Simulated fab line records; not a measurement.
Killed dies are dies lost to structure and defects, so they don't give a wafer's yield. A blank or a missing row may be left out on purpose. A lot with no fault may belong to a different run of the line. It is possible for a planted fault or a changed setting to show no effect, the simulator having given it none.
Chamber matching :: flow n5-finfet :: 4 sister chambers for N5_BEOL_M12_CMP_49 on cmp-01
The step polishes, stops on SiOC, t overpolish 20.6 s, target thk 320 nm. 8 wafers are shown with their chamber, then 8 later ones without.

## EACH WAFER AND ITS CHAMBER
wafer: L074.2
chamber: 3
motor-current-A (A): 4.8
overpolish-run-s (s): 20.597

wafer: L075.1
chamber: 2
motor-current-A (A): 5.5
overpolish-run-s (s): 20.611

wafer: L079.3
chamber: 3
motor-current-A (A): 5.2
overpolish-run-s (s): 20.594

wafer: L079.4
chamber: 2
motor-current-A (A): 5.8
overpolish-run-s (s): 20.599

wafer: L088.1
chamber: 1
motor-current-A (A): 7.0
overpolish-run-s (s): 20.617

wafer: L088.2
chamber: 0
motor-current-A (A): 5.8
overpolish-run-s (s): 20.610

wafer: L088.5
chamber: 0
motor-current-A (A): 5.7
overpolish-run-s (s): 20.603

wafer: L087.1
chamber: 1
motor-current-A (A): 6.6
overpolish-run-s (s): 20.602

## WAFERS WITHOUT THEIR CHAMBER
wafer: L087.5
motor-current-A (A): 5.7
overpolish-run-s (s): 20.603

wafer: L087.6
motor-current-A (A): 6.5
overpolish-run-s (s): 20.589

wafer: L091.3
motor-current-A (A): 6.8
overpolish-run-s (s): 20.607

wafer: L091.4
motor-current-A (A): 5.6
overpolish-run-s (s): 20.598

wafer: L091.5
motor-current-A (A): 5.2
overpolish-run-s (s): 20.590

wafer: L096.1
motor-current-A (A): 5.6
overpolish-run-s (s): 20.595

wafer: L096.2
motor-current-A (A): 4.8
overpolish-run-s (s): 20.603

wafer: L096.3
motor-current-A (A): 7.1
overpolish-run-s (s): 20.603

## WHICH CHAMBER EACH WENT THROUGH
wafer: L087.5
from the rows above: can't be placed: 2 or 0
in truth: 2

wafer: L087.6
from the rows above: can't be placed: 1 or 0 or 2
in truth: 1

wafer: L091.3
from the rows above: 1
in truth: 1

wafer: L091.4
from the rows above: can't be placed: 2 or 0 or 3
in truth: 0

wafer: L091.5
from the rows above: can't be placed: 3 or 2
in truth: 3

wafer: L096.1
from the rows above: can't be placed: 2 or 0 or 3
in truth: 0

wafer: L096.2
from the rows above: 3
in truth: 3

wafer: L096.3
from the rows above: 1
in truth: 1
Correct placement for 3 of the 8. Cannot be placed on the basis of these rows: 5; the candidates contain the true chamber in 5. Wrongly placed: 0.
How it was worked out, from the rows above alone: a wafer's distance from a chamber is the root of the sum, over the readings, of the square of ((its reading less the chamber's mean) divided by the reading's scatter). If the next closest chamber is less than 2 further off than the closest, the wafer can't be placed; otherwise it belongs to the closest. A chamber's mean is the mean of its shown wafers. The scatter: take each reading less its chamber's mean, square it, sum over the shown wafers, divide by the number of wafers less the number of chambers, and take the root.
